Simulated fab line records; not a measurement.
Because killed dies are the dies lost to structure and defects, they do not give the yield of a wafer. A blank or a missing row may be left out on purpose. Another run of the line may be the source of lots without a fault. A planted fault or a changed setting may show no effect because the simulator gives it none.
fab line records	flow n5_finfet
[record] lots = 6	wafers = 18	last_day = 19
route steps=1938 shown BEOL_M4@1085 PASSIVATION@1936
lots that met no fault: taken from a fault-free run of the same line
start_h: hours from the record's opening day to when the first of the lot's shown wafers began	wait_h: time in hours since the lot's previous step	" unchanged from the row above	L1.1+2: several wafers, shown together as one row	- no value, or no start was given	* or withheld: withheld	< > ~ a bound
route shown NAME@n: names a module that has steps shown in the file, with the first one's number in the route	usual: average and standard deviation across the fault-free wafers	same: alike in all rows	chamber/n: place in a boat	sites: per-site readings	_std_site: the values' standard deviation	_edge_site: mean of outer sites minus mean of inner sites	radius_mm: for every site, how far away it sits from the centre of the wafer	mask NAME#n: copy n	behind: the most recent tool/chamber to have shaped the wafer	hold: the reason the lot was held/the length of the hold in hours/how it ended	device: the n, p or np transistor that did not switch	end of line: at the end of the route, the tests of the same wafers	a step without rows: its recipe alone	killed: at the first sort, the dies lost to defects and structure; wafer yield is something else	map: per-die view of a wafer (x killed, . not killed, _ where there is no die)
set.NAME: the setting the step ran with; set.NAME@STEP: the setting that earlier step ran with	model.NAME: the simulator's own value behind a step, which no gauge read
lots at some steps of the route; a table a step, a row a wafer
services: when a tool's chamber went out of use (start_h, in hours from the record's first day, below 0 if earlier), for how many hours, and the reason
[[steps]]
[step N5_BEOL_M4_ANNEAL_49]
[recipe] temp_c = 400	time_s = 240	ambient = vacuum
[usual] heater_power_w = 840/94	susceptor_temp_C = 400.01/0.24	susceptor_temp_C_max = 400.8/0.35
lot.wafer	tool	chamber	start_h	wait_h	heater_power_w	susceptor_temp_C	susceptor_temp_C_max
L593.1	pvd_sputter-01	-	190.40	0.0	760	400.51	401.2
L593.2	"	-	"	"	713	400.50	401.0
L593.5	"	-	"	"	777	399.82	400.7
L601.1	pvd_sputter-03	-	253.40	0.0	991	400.00	400.7
L601.2	"	-	"	"	903	399.84	400.7
L601.4	"	-	"	"	674	400.28	401.5
L599.1	pvd_sputter-01	-	256.77	0.0	697	400.46	400.9
L599.2	"	-	"	"	941	400.04	401.1
L599.5	"	-	"	"	791	400.08	400.8
L607.2	pvd_sputter-03	-	286.72	0.0	886	400.13	401.0
L607.4	"	-	"	"	683	399.71	400.9
L607.5	"	-	"	"	990	400.23	401.7
L608.2	pvd_sputter-01	-	290.46	0.0	710	399.67	400.4
L608.5	"	-	"	"	779	400.26	400.9
L608.6	"	-	"	"	701	399.73	400.2
L611.1	pvd_sputter-02	-	319.68	0.0	860	399.44	399.9
L611.3	"	-	"	"	766	400.20	400.9
L611.4	"	-	"	"	860	400.07	400.7
[step N5_BEOL_M4_SPUTTER_79]
[recipe] material = Cu	target_thk_a = 45	temp_c = -20	chamber_pressure_pa = 0.07	power_w = withheld	time_s = 8.29
[step N5_BEOL_M4_ANNEAL_80]
[recipe] temp_c = 400	time_s = 240	ambient = vacuum
[step N5_BEOL_M4_SPUTTER_81]
[recipe] material = Cu	target_thk_a = 45	temp_c = -20	chamber_pressure_pa = 0.07	power_w = withheld	time_s = 8.29
[step N5_BEOL_M4_ANNEAL_82]
[recipe] temp_c = 400	time_s = 240	ambient = vacuum
[step N5_BEOL_M4_SPUTTER_86]
[recipe] material = Cu	target_thk_a = 45	temp_c = -20	chamber_pressure_pa = 0.07	power_w = withheld	time_s = 8.29
[usual] throttle_valve_pct = 29.6/0.99
lot.wafer	tool	chamber	start_h	wait_h	throttle_valve_pct
L593.1	pvd_sputter-01	-	190.98	0.1	30.3
L593.2	"	-	"	"	28.1
L593.5	"	-	"	"	29.9
L601.1	pvd_sputter-03	-	253.98	0.1	29.5
L601.2	"	-	"	"	29.3
L601.4	"	-	"	"	29.6
L599.1	pvd_sputter-01	-	257.35	0.1	28.6
L599.2	"	-	"	"	29.8
L599.5	"	-	"	"	30.0
L607.2	pvd_sputter-03	-	287.30	0.1	29.4
L607.4	"	-	"	"	29.8
L607.5	"	-	"	"	32.2
L608.2	pvd_sputter-01	-	291.04	0.1	28.6
L608.5	"	-	"	"	30.2
L608.6	"	-	"	"	28.5
L611.1	pvd_sputter-02	-	320.26	0.1	30.1
L611.3	"	-	"	"	28.6
L611.4	"	-	"	"	29.7
[step N5_BEOL_M4_ANNEAL_87]
[recipe] temp_c = 400	time_s = 240	ambient = vacuum
[usual] heater_power_w = 838/93	susceptor_temp_C = 399.97/0.19	susceptor_temp_C_max = 400.8/0.35
lot.wafer	tool	chamber	start_h	wait_h	heater_power_w	susceptor_temp_C	susceptor_temp_C_max
L593.1	pvd_sputter-01	-	191.06	0.0	755	399.96	400.4
L593.2	"	-	"	"	699	400.03	400.6
L593.5	"	-	"	"	781	400.19	400.8
L601.1	pvd_sputter-03	-	254.06	0.0	966	399.85	400.4
L601.2	"	-	"	"	889	399.90	400.6
L601.4	"	-	"	"	706	400.24	401.6
L599.1	pvd_sputter-01	-	257.43	0.0	695	399.85	400.5
L599.2	"	-	"	"	972	400.21	401.3
L599.5	"	-	"	"	794	399.76	400.6
L607.2	pvd_sputter-03	-	287.38	0.0	895	400.16	400.8
L607.4	"	-	"	"	708	400.12	401.4
L607.5	"	-	"	"	977	399.67	400.7
L608.2	pvd_sputter-01	-	291.12	0.0	706	399.74	400.4
L608.5	"	-	"	"	778	400.09	400.8
L608.6	"	-	"	"	725	400.08	400.6
L611.1	pvd_sputter-02	-	320.34	0.0	861	400.03	400.6
L611.3	"	-	"	"	752	399.81	400.5
L611.4	"	-	"	"	838	399.80	400.4
[step N5_BEOL_M4_SPUTTER_88]
[recipe] material = Cu	target_thk_a = 45	temp_c = -20	chamber_pressure_pa = 0.07	power_w = withheld	time_s = 8.29
[step N5_BEOL_M4_ANNEAL_89]
[recipe] temp_c = 400	time_s = 240	ambient = vacuum
[usual] heater_power_w = 838/93	susceptor_temp_C = 399.98/0.21	susceptor_temp_C_max = 400.8/0.36
lot.wafer	tool	chamber	start_h	wait_h	heater_power_w	susceptor_temp_C	susceptor_temp_C_max
L593.1	pvd_sputter-01	-	191.28	0.0	772	399.83	400.4
L593.2	"	-	"	"	707	399.82	400.4
L593.5	"	-	"	"	794	400.04	400.7
L601.1	pvd_sputter-03	-	254.28	0.0	953	400.15	400.8
L601.2	"	-	"	"	863	399.82	400.7
L601.4	"	-	"	"	687	400.00	401.5
L599.1	pvd_sputter-01	-	257.65	0.0	712	400.04	400.4
L599.2	"	-	"	"	954	399.81	400.8
L599.5	"	-	"	"	780	399.87	400.5
L607.2	pvd_sputter-03	-	287.60	0.0	903	399.69	400.4
L607.4	"	-	"	"	676	400.13	401.2
L607.5	"	-	"	"	964	400.07	401.5
L608.2	pvd_sputter-01	-	291.34	0.0	706	400.13	400.9
L608.5	"	-	"	"	756	399.99	400.4
L608.6	"	-	"	"	707	399.97	400.7
L611.1	pvd_sputter-02	-	320.56	0.0	868	399.99	400.8
L611.3	"	-	"	"	756	399.75	400.7
L611.4	"	-	"	"	834	400.13	400.7
[step N5_BEOL_M4_SPUTTER_90]
[recipe] material = Cu	target_thk_a = 45	temp_c = -20	chamber_pressure_pa = 0.07	power_w = withheld	time_s = 8.29
[step N5_BEOL_M4_ANNEAL_91]
[recipe] temp_c = 400	time_s = 240	ambient = vacuum
[step N5_BEOL_M4_SPUTTER_92]
[recipe] material = Cu	target_thk_a = 45	temp_c = -20	chamber_pressure_pa = 0.07	power_w = withheld	time_s = 8.29
[usual] throttle_valve_pct = 29.6/0.97
lot.wafer	tool	chamber	start_h	wait_h	throttle_valve_pct
L593.1	pvd_sputter-01	-	191.64	0.1	30.2
L593.2	"	-	"	"	28.3
L593.5	"	-	"	"	29.8
L601.1	pvd_sputter-03	-	254.64	0.1	29.7
L601.2	"	-	"	"	29.8
L601.4	"	-	"	"	29.9
L599.1	pvd_sputter-01	-	258.01	0.1	28.3
L599.2	"	-	"	"	29.6
L599.5	"	-	"	"	30.3
L607.2	pvd_sputter-03	-	287.96	0.1	29.3
L607.4	"	-	"	"	29.9
L607.5	"	-	"	"	31.7
L608.2	pvd_sputter-01	-	291.70	0.1	28.4
L608.5	"	-	"	"	30.4
L608.6	"	-	"	"	28.8
L611.1	pvd_sputter-02	-	320.92	0.1	29.7
L611.3	"	-	"	"	28.9
L611.4	"	-	"	"	29.8
[step N5_BEOL_M4_ANNEAL_93]
[recipe] temp_c = 400	time_s = 240	ambient = vacuum
[usual] heater_power_w = 839/92	susceptor_temp_C = 400.00/0.2	susceptor_temp_C_max = 400.8/0.35
lot.wafer	tool	chamber	start_h	wait_h	heater_power_w	susceptor_temp_C	susceptor_temp_C_max
L593.1	pvd_sputter-01	-	191.72	0.0	771	400.19	400.8
L593.2	"	-	"	"	700	399.84	400.4
L593.5	"	-	"	"	778	399.77	400.4
L601.1	pvd_sputter-03	-	254.72	0.0	-	-	-
L601.2	"	-	"	"	-	-	-
L601.4	"	-	"	"	-	-	-
L599.1	pvd_sputter-01	-	258.09	0.0	-	-	-
L599.2	"	-	"	"	-	-	-
L599.5	"	-	"	"	-	-	-
L607.2	pvd_sputter-03	-	288.04	0.0	886	399.68	400.5
L607.4	"	-	"	"	701	399.92	401.1
L607.5	"	-	"	"	962	400.01	401.5
L608.2	pvd_sputter-01	-	291.78	0.0	724	399.55	400.3
L608.5	"	-	"	"	755	400.39	401.0
L608.6	"	-	"	"	713	399.94	400.5
L611.1	pvd_sputter-02	-	321.00	0.0	866	399.50	400.1
L611.3	"	-	"	"	763	399.96	400.8
L611.4	"	-	"	"	853	400.46	401.2
[step N5_BEOL_M4_SPUTTER_94]
[recipe] material = Cu	target_thk_a = 45	temp_c = -20	chamber_pressure_pa = 0.07	power_w = withheld	time_s = 8.29
[step N5_BEOL_M4_RC_MEAS_101]
[usual] DIBL_N = 36.1/1.3	DIBL_P = 36.1/1.7	IOFF_N = 0.154/0.022	IOFF_P = 0.201/0.024	ION_N = 675/8.9	ION_P = 462/5.9	SS_N = 71.5/0.49	SS_P = 73.3/0.58	VT_N = 250.0/2.7	VT_P = -251.3/2.7
lot.wafer	tool	chamber	start_h	wait_h	DIBL_N[mV/V]	DIBL_P[mV/V]	IOFF_N[nA/um]	IOFF_P[nA/um]	ION_N[uA/um]	ION_P[uA/um]	SS_N[mV/dec]	SS_P[mV/dec]	VT_N[mV]	VT_P[mV]
L593.1	prober-01	0	193.44	0.0	34.4	33.9	0.122	0.190	655	461	71.0	72.3	253.0	-249.8
L593.2	"	0	"	"	37.2	37.3	0.175	0.249	675	468	72.2	73.6	245.3	-247.2
L593.5	"	0	"	"	34.7	33.9	0.124	0.179	658	454	71.7	72.6	254.0	-253.5
L601.1	prober-01	0	256.29	0.0	35.1	35.0	0.157	0.187	680	456	71.3	73.0	247.9	-253.6
L601.2	"	0	"	"	33.0	32.6	0.118	0.159	668	460	70.3	72.2	255.4	-255.8
L601.4	"	0	"	"	34.9	34.5	0.144	0.178	672	455	71.4	73.2	250.3	-252.6
L599.1	prober-02	0	259.55	0.0	35.9	36.1	0.152	0.199	681	461	71.5	73.4	251.1	-251.5
L599.2	"	0	"	"	36.7	36.9	0.163	0.224	686	466	71.7	73.6	245.8	-248.8
L599.5	"	0	"	"	34.7	35.1	0.138	0.193	675	464	71.1	72.3	250.6	-251.3
L607.2	prober-01	0	289.66	0.2	35.2	35.1	0.146	0.190	680	466	71.9	72.8	250.5	-249.6
L607.4	"	0	"	"	36.0	36.3	0.148	0.196	670	463	72.3	72.7	251.4	-250.8
L607.5	"	0	"	"	33.6	32.6	0.116	0.158	660	457	71.6	71.7	255.8	-252.9
L608.2	prober-02	0	293.39	0.2	37.9	37.6	0.178	0.213	681	469	72.2	75.4	248.2	-253.5
L608.5	"	0	"	"	38.3	37.9	0.198	0.227	680	464	71.4	74.3	246.3	-250.5
L608.6	"	0	"	"	37.7	37.8	0.175	0.215	687	464	71.9	74.3	247.6	-253.0
L611.1	prober-01	0	322.46	0.0	34.4	34.5	0.120	0.148	673	461	71.5	72.9	253.3	-257.6
L611.3	"	0	"	"	37.1	37.9	0.162	0.182	677	459	71.4	73.9	248.8	-253.7
L611.4	"	0	"	"	35.9	36.7	0.149	0.175	671	456	72.4	73.4	249.1	-255.6
[step N5_PASSIVATION_PROBE_49]
[usual] defect_limited_yield = 90.9/1.3	killed_at_M0_to_M3 = 35/10	killed_at_M4_up = 15/5.7	killed_at_contacts = 14/6.4	killed_at_front_end = 40/11	killed_at_other = 4/3.1	killed_dies = 108/16	killed_open = 71/11	killed_short = 34/7.7	sort_bin_5_function = 5.4/0.9	sort_bin_6_memory = 3.4/0.61	sort_n_pass = 1072/16	sort_yield_pct = 90.9/1.3
[same] gross_dies = 1180	killed_at_back_side = 0	sort_bin_4_leakage[%] = 0	sort_bin_8_speed[%] = 0
lot.wafer	tool	chamber	start_h	wait_h	defect_limited_yield[%]	killed_at_M0_to_M3	killed_at_M4_up	killed_at_contacts	killed_at_front_end	killed_at_other	killed_dies	killed_open	killed_short	sort_bin_5_function[%]	sort_bin_6_memory[%]	sort_n_pass	sort_yield_pct[%]
L599.1	prober-02	-	370.53	0.0	88.6	26	16	19	66	7	134	92	41	6.5	4.5	1046	88.6
L599.2	prober-02	-	370.58	0.1	90.6	37	14	14	42	4	111	78	33	5.7	3.6	1069	90.6
L599.5	prober-02	-	370.73	0.2	92.5	30	9	7	38	5	89	62	24	3.4	3.9	1091	92.5
// killed by level:class
L599.1 FIN_SAQP:geometric_particle:open=21 MOL_CONTACT_COAG:geometric_particle:open=14 STI_FIN_REVEAL:geometric_particle:open=13 FIN_SAQP:geometric_particle:short=9 BEOL_M4:geometric_particle:open=8 BEOL_M3:geometric_particle:short=7 MOL_CONTACT_COAG:geometric_particle:short=5 BEOL_M0_SAQP:geometric_particle:short=5
L599.2 MOL_CONTACT_COAG:geometric_particle:open=12 FIN_SAQP:geometric_particle:open=10 STI_FIN_REVEAL:geometric_particle:open=10 BEOL_M0_SAQP:geometric_particle:open=9 BEOL_M0_SAQP:geometric_particle:short=8 FIN_SAQP:geometric_particle:short=7 BEOL_M4:geometric_particle:open=7 BEOL_M3:geometric_particle:open=6
L599.5 STI_FIN_REVEAL:geometric_particle:open=14 BEOL_M3:geometric_particle:open=10 FIN_SAQP:geometric_particle:short=7 MOL_CONTACT_COAG:geometric_particle:open=7 BEOL_M2:geometric_particle:open=4 STARTING-WAFER:geometric_particle:open=4 FIN_SAQP:geometric_particle:open=3 BEOL_M2:geometric_particle:short=3
[[services]]
tool	chamber	start_h	hours	kind
pvd_sputter-02	-	174.26	5.0	repair
[[key]]
[first_sign] step = N5_BEOL_M4_ANNEAL_93	reading = tool_record	direction = missing
effect none on later readings
met_at N5_BEOL_M4_ANNEAL_93
struck_wafers L599.1,L599.2,L599.5,L601.1,L601.2,L601.4
onset_between 191.72 254.72
[fault] kind = skipped_step_whole	tool = pvd_sputter-01,pvd_sputter-03	chamber = -	onset_h = 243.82	steps = N5_BEOL_M4_ANNEAL_93	scope = struck_lots_only
